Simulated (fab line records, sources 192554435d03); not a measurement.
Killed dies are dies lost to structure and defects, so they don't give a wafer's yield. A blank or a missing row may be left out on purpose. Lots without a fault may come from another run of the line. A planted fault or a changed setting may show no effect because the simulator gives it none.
Chamber matching | flow n5_finfet | N5_BEOL_M8_VIA_ETCH_34 on rie_diel-02: 4 sister chambers
The step etches SiCOH lowk in C4F6/O2, target depth 125.5 nm, time 50.5 s. 18 wafers are shown with their chamber, then 9 later ones without.

WAFERS WITH THEIR CHAMBER
wafer  | chamber | drypump_motor_current_A (A) | showerhead_plenum_p_Torr (Torr) | rf_vpp_V (V)
L076.3 | 3       | 5.9                         | 2.85                            | 632
L076.4 | 1       | 6.3                         | 2.81                            | 658
L076.6 | 0       | 6.5                         | 2.98                            | 660
L082.1 | 0       | 6.5                         | 2.98                            | 659
L082.2 | 3       | 5.8                         | 2.85                            | 631
L082.3 | 1       | 6.3                         | 2.81                            | 658
L081.2 | 3       | 5.8                         | 2.85                            | 634
L081.5 | 0       | 6.5                         | 2.97                            | 658
L081.6 | 1       | 6.2                         | 2.81                            | 657
L084.3 | 2       | 5.1                         | 2.84                            | 650
L084.4 | 2       | 5.1                         | 2.84                            | 648
L084.6 | 3       | 5.9                         | 2.84                            | 633
L087.3 | 0       | 6.5                         | 2.97                            | 657
L087.4 | 2       | 5.1                         | 2.84                            | 649
L087.5 | 0       | 6.5                         | 2.97                            | 658
L090.2 | 0       | 6.5                         | 2.96                            | 658
L090.5 | 2       | 5.1                         | 2.84                            | 650
L090.6 | 1       | 6.3                         | 2.80                            | 658

SIGNATURES (means of the wafers above)
reading                  | chamber 0 | chamber 1 | chamber 2 | chamber 3 | scatter within a chamber
drypump_motor_current_A  | 6.500     | 6.275     | 5.100     | 5.850     | 0.0354
showerhead_plenum_p_Torr | 2.9717    | 2.8075    | 2.8400    | 2.8475    | 0.00556
rf_vpp_V                 | 658.33    | 657.75    | 649.25    | 632.50    | 0.994
Rule: a wafer's distance from a chamber is the root of the sum, over the readings, of the square of ((its reading less the chamber's mean) divided by the reading's scatter). The wafer belongs to the nearest chamber; if the next one is less than 2 further off, it can't be placed. The scatter: the root of (the sum of the squares of (reading less its chamber's mean) over the shown wafers, divided by (wafers less chambers)).

WAFERS WITHOUT THEIR CHAMBER
wafer  | drypump_motor_current_A (A) | showerhead_plenum_p_Torr (Torr) | rf_vpp_V (V)
L092.1 | 5.1                         | 2.84                            | 651
L092.3 | 6.6                         | 2.96                            | 657
L092.4 | 6.2                         | 2.80                            | 657
L094.1 | 5.1                         | 2.83                            | 650
L094.2 | 5.9                         | 2.84                            | 632
L094.3 | 6.3                         | 2.80                            | 661
L095.2 | 5.1                         | 2.83                            | 649
L095.3 | 5.9                         | 2.83                            | 632
L095.5 | 5.9                         | 2.83                            | 633

WHICH CHAMBER EACH WENT THROUGH
wafer  | from the rows above | in truth
L092.1 | 2                   | 2
L092.3 | 0                   | 0
L092.4 | 1                   | 1
L094.1 | 2                   | 2
L094.2 | 3                   | 3
L094.3 | 1                   | 1
L095.2 | 2                   | 2
L095.3 | 3                   | 3
L095.5 | 3                   | 3
Placed correctly: 9 of 9. Can't be placed from these rows: 0. Placed wrongly: 0.
